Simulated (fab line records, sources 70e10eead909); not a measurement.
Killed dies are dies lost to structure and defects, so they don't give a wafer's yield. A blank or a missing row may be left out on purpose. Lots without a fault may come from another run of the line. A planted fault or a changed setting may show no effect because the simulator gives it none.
Which tool did it? | flow nand_harc | 12 lots, 36 wafers sampled, at 4 steps of a route of 1159

WHAT THE GAUGES READ, wafer by wafer
NHARC_A_CHANNEL_FILL_D1_INSPECT_13.
lot  | measured     | on                | raw_defect_count
L075 | day 11 02:32 | defect_inspect-02 | 364 298 306
L077 | day 11 15:46 | defect_inspect-01 | 151 237 333
L079 | day 11 15:46 | defect_inspect-02 | 190 201 179
L081 | day 12 12:20 | defect_inspect-02 | 203 212 227
L083 | day 12 22:47 | defect_inspect-01 | 284 175 237
L087 | day 13 16:07 | defect_inspect-01 | 410 529 348
L085 | day 14 00:12 | defect_inspect-01 | 625 483 645
L088 | day 14 07:49 | defect_inspect-02 | 264 233 204
L090 | day 14 17:52 | defect_inspect-01 | 258 526 345
L094 | day 15 19:55 | defect_inspect-01 | 300 214 177
L095 | day 15 19:59 | defect_inspect-02 | 136 166 149
L097 | day 16 07:48 | defect_inspect-02 | 575 539 388

WHICH TOOL RAN EACH LOT (tool, then ch and the chambers of the sampled wafers, then the start)
lot  | NHARC_P_BONDPAD_ACTIVATE_29        | NHARC_A_CHANNEL_HOLE_D1_STRIP_27              | NHARC_A_CHANNEL_FILL_D1_ALD_25
L075 | rie_diel-06 ch 1,2,3, day 7 01:02  | rie_diel-05 ch 1,3, day 10 14:41 or earlier   | ald_hk-02 ch 1,2, day 10 14:41
L077 | rie_diel-13 ch 1,2,3, day 7 11:40  | rie_diel-10 ch 1,2,3, day 11 04:26 or earlier | ald_hk-02 ch 1,2, day 11 04:26
L079 | rie_diel-04 ch 0,1,2, day 7 16:28  | rie_diel-05 ch 0,2,3, day 11 03:50 or earlier | ald_hk-01 ch 1,2, day 11 03:50
L081 | rie_diel-13 ch 0,1,2, day 8 06:13  | rie_diel-05 ch 0,1,2, day 12 00:15 or earlier | ald_hk-02 ch 2,3, day 12 00:15
L083 | rie_diel-04 ch 0,1,2, day 8 16:20  | rie_diel-05 ch 0,3, day 12 07:03 or earlier   | ald_hk-01 ch 2,3, day 12 07:03
L087 | rie_diel-13 ch 1,2,3, day 9 14:07  | rie_diel-05 ch 0,2,3, day 13 04:40 or earlier | ald_hk-04 ch 2,3, day 13 04:40
L085 | rie_diel-04 ch 1,2,3, day 9 15:19  | rie_diel-03 ch 0,1,2, day 13 11:01 or earlier | ald_hk-02 ch 0,2,3, day 13 11:01
L088 | rie_diel-04 ch 0,1,3, day 10 09:20 | rie_diel-03 ch 1,2, day 13 19:47 or earlier   | ald_hk-01 ch 0,2,3, day 13 19:47
L090 | rie_diel-04 ch 2,3, day 10 14:14   | rie_diel-05 ch 0,1,3, day 14 05:43 or earlier | ald_hk-04 ch 2,3, day 14 05:43
L094 | rie_diel-06 ch 0,1,3, day 11 15:25 | rie_diel-10 ch 0,3, day 15 09:21 or earlier   | ald_hk-02 ch 0,3, day 15 09:21
L095 | rie_diel-04 ch 0,3, day 11 17:37   | rie_diel-05 ch 1,2, day 15 08:33 or earlier   | ald_hk-01 ch 1,2, day 15 08:33
L097 | rie_diel-04 ch 1,2,3, day 11 22:19 | rie_diel-05 ch 0,2,3, day 15 19:13 or earlier | ald_hk-04 ch 1,2,3, day 15 19:13
- NHARC_P_BONDPAD_ACTIVATE_29: chemistry N2, time 60 s.
- NHARC_A_CHANNEL_HOLE_D1_STRIP_27: strips in O2.
- NHARC_A_CHANNEL_FILL_D1_ALD_25: deposits SiOx, target thk 60 nm, pulse time 10 s, ald cycles 600.

THE ANSWER, worked out from the rows above alone
Rule: what is usual is taken from the lots themselves. Put in order of their means at a reading, lots are off if they are a third of the lots or fewer, leave a main group of 4 or more, and stand apart from it by a gap of 3 or more times the standard deviation of the main group's means; of several such gaps the widest counts. A main group whose means are all the same, to the digits that the tables above print for the reading, isn't used. A lot without any number at a reading at which 4 lots or more have one is off too. The other lots that the step has rows for count as sound.
No lot is off at any reading shown: from this, nothing can be told.

WHAT THE SIMULATOR HAD PUT IN
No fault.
